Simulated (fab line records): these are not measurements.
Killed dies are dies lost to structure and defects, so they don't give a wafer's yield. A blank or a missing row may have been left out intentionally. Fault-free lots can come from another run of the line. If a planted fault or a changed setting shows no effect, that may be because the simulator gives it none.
Lot-split experiment :: flow n5 finfet :: 7 lots, 21 wafers read, on a route of 1938 steps

== THE SPLIT ==
At N5_MOL_CONTACT_COAG_CVD_140 (deposits W, target thk 66.5 nm, time 215 s), the setting target thk a was moved away from the recipe's 665 angstrom on 8 of the 21 wafers read, by -8.0% to +9.5%. The other wafers ran this setting at the recipe's value.

Reading taken at the split's own step.

== THE READING ==
W_of_MOL_CONTACT_COAG_CVD_140.thk nm (the simulator's own value, which no gauge read), in nm, at N5_MOL_CONTACT_COAG_CVD_140 (deposits W, target thk 66.5 nm, time 215 s). No usual value for it is given in the file. Average 66.6 nm, standard deviation 0.4 nm, over the 13 wafers here run with the recipe.

wafer: L074.1
tool, chamber at the split: cvd w-02, 1
target thk a as run, angstrom: 665
against the recipe: recipe
W_of_MOL_CONTACT_COAG_CVD_140.thk nm, nm: 66.4
against lot-mates on the recipe: -

wafer: L074.2
tool, chamber at the split: cvd w-02, 0
target thk a as run, angstrom: 665
against the recipe: recipe
W_of_MOL_CONTACT_COAG_CVD_140.thk nm, nm: 66.6
against lot-mates on the recipe: -

wafer: L074.3
tool, chamber at the split: cvd w-02, 1
target thk a as run, angstrom: 665
against the recipe: recipe
W_of_MOL_CONTACT_COAG_CVD_140.thk nm, nm: 67.6
against lot-mates on the recipe: -

wafer: L075.1
tool, chamber at the split: cvd w-01, 1
target thk a as run, angstrom: 728
against the recipe: +9.5%
W_of_MOL_CONTACT_COAG_CVD_140.thk nm, nm: 72.4
against lot-mates on the recipe: +6.1

wafer: L075.3
tool, chamber at the split: cvd w-01, 1
target thk a as run, angstrom: 665
against the recipe: recipe
W_of_MOL_CONTACT_COAG_CVD_140.thk nm, nm: 66.2
against lot-mates on the recipe: -

wafer: L075.5
tool, chamber at the split: cvd w-01, 1
target thk a as run, angstrom: 665
against the recipe: recipe
W_of_MOL_CONTACT_COAG_CVD_140.thk nm, nm: 66.4
against lot-mates on the recipe: -

wafer: L081.2
tool, chamber at the split: cvd w-01, 1
target thk a as run, angstrom: 611.7
against the recipe: -8.0%
W_of_MOL_CONTACT_COAG_CVD_140.thk nm, nm: 61.6
against lot-mates on the recipe: no lot-mate on the recipe

wafer: L081.3
tool, chamber at the split: cvd w-01, 1
target thk a as run, angstrom: 611.7
against the recipe: -8.0%
W_of_MOL_CONTACT_COAG_CVD_140.thk nm, nm: 62
against lot-mates on the recipe: no lot-mate on the recipe

wafer: L081.4
tool, chamber at the split: cvd w-01, 0
target thk a as run, angstrom: 611.7
against the recipe: -8.0%
W_of_MOL_CONTACT_COAG_CVD_140.thk nm, nm: 61.4
against lot-mates on the recipe: no lot-mate on the recipe

wafer: L084.3
tool, chamber at the split: cvd w-02, 1
target thk a as run, angstrom: 665
against the recipe: recipe
W_of_MOL_CONTACT_COAG_CVD_140.thk nm, nm: 66.4
against lot-mates on the recipe: -

wafer: L084.4
tool, chamber at the split: cvd w-02, 0
target thk a as run, angstrom: 624.2
against the recipe: -6.1%
W_of_MOL_CONTACT_COAG_CVD_140.thk nm, nm: 62.6
against lot-mates on the recipe: -3.8

wafer: L084.6
tool, chamber at the split: cvd w-02, 0
target thk a as run, angstrom: 624.2
against the recipe: -6.1%
W_of_MOL_CONTACT_COAG_CVD_140.thk nm, nm: 61.4
against lot-mates on the recipe: -5.0

wafer: L085.1
tool, chamber at the split: cvd w-01, 0
target thk a as run, angstrom: 665
against the recipe: recipe
W_of_MOL_CONTACT_COAG_CVD_140.thk nm, nm: 66.8
against lot-mates on the recipe: -

wafer: L085.6
tool, chamber at the split: cvd w-01, 0
target thk a as run, angstrom: 665
against the recipe: recipe
W_of_MOL_CONTACT_COAG_CVD_140.thk nm, nm: 66.8
against lot-mates on the recipe: -

wafer: L085.2
tool, chamber at the split: cvd w-01, 1
target thk a as run, angstrom: 665
against the recipe: recipe
W_of_MOL_CONTACT_COAG_CVD_140.thk nm, nm: 67.2
against lot-mates on the recipe: -

wafer: L092.2
tool, chamber at the split: cvd w-01, 1
target thk a as run, angstrom: 665
against the recipe: recipe
W_of_MOL_CONTACT_COAG_CVD_140.thk nm, nm: 66.4
against lot-mates on the recipe: -

wafer: L092.3
tool, chamber at the split: cvd w-01, 0
target thk a as run, angstrom: 665
against the recipe: recipe
W_of_MOL_CONTACT_COAG_CVD_140.thk nm, nm: 66.2
against lot-mates on the recipe: -

wafer: L092.5
tool, chamber at the split: cvd w-01, 1
target thk a as run, angstrom: 665
against the recipe: recipe
W_of_MOL_CONTACT_COAG_CVD_140.thk nm, nm: 67
against lot-mates on the recipe: -

wafer: L094.2
tool, chamber at the split: cvd w-02, 1
target thk a as run, angstrom: 665
against the recipe: recipe
W_of_MOL_CONTACT_COAG_CVD_140.thk nm, nm: 66.4
against lot-mates on the recipe: -

wafer: L094.3
tool, chamber at the split: cvd w-02, 0
target thk a as run, angstrom: 629.6
against the recipe: -5.3%
W_of_MOL_CONTACT_COAG_CVD_140.thk nm, nm: 63.8
against lot-mates on the recipe: -2.6

wafer: L094.6
tool, chamber at the split: cvd w-02, 0
target thk a as run, angstrom: 629.6
against the recipe: -5.3%
W_of_MOL_CONTACT_COAG_CVD_140.thk nm, nm: 63.4
against lot-mates on the recipe: -3.0

FIT RESULTS
A straight line over all 21 wafers: W_of_MOL_CONTACT_COAG_CVD_140.thk nm changes by +0.633 nm for each +1% of target thk a; r = +0.98; the points scatter about the line by 0.49 nm.
The same after taking each lot's own level away (the mean of its wafers on the recipe; 18 wafers): +0.64 nm for each +1%; r = +0.98; scatter 0.45 nm.
Per that fit: largest target thk a move, reading shift of 6.1 nm.
From 66.30 to 66.93 nm: that is the span of the lots' own levels, equal to 1.6 times the standard deviation above.
The two slopes agree, so the slope changes little with the lot-to-lot level.
Check: +6.05 nm against its lot-mates is what the line predicts for one of the wafers moved furthest among these (+9.5%) when that wafer is left out of the fit. Against them it came out at +6.1 nm.

== OTHER SPLITS ON THESE WAFERS ==
Note: prior to the reading, these wafers also went through further splits. Each is held against what the fit with the lots' levels taken away leaves over:
other split on the same wafers: N5_GATE_CUT_EXPOSE_10 dose mj
wafers away from the commonest value: 5
r with W_of_MOL_CONTACT_COAG_CVD_140.thk nm (lot level and that fit taken away): +0.52

other split on the same wafers: N5_MOL_CONTACT_COAG_COAT_58 spin rpm
wafers away from the commonest value: 7
r with W_of_MOL_CONTACT_COAG_CVD_140.thk nm (lot level and that fit taken away): +0.25

other split on the same wafers: N5_MOL_CONTACT_COAG_ETCH_105 bias w
wafers away from the commonest value: 8
r with W_of_MOL_CONTACT_COAG_CVD_140.thk nm (lot level and that fit taken away): +0.05

== FILE'S OWN FIT ==
W_of_MOL_CONTACT_COAG_CVD_140.thk nm changes by +0.64 nm for each +1% of target thk a, r = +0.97.
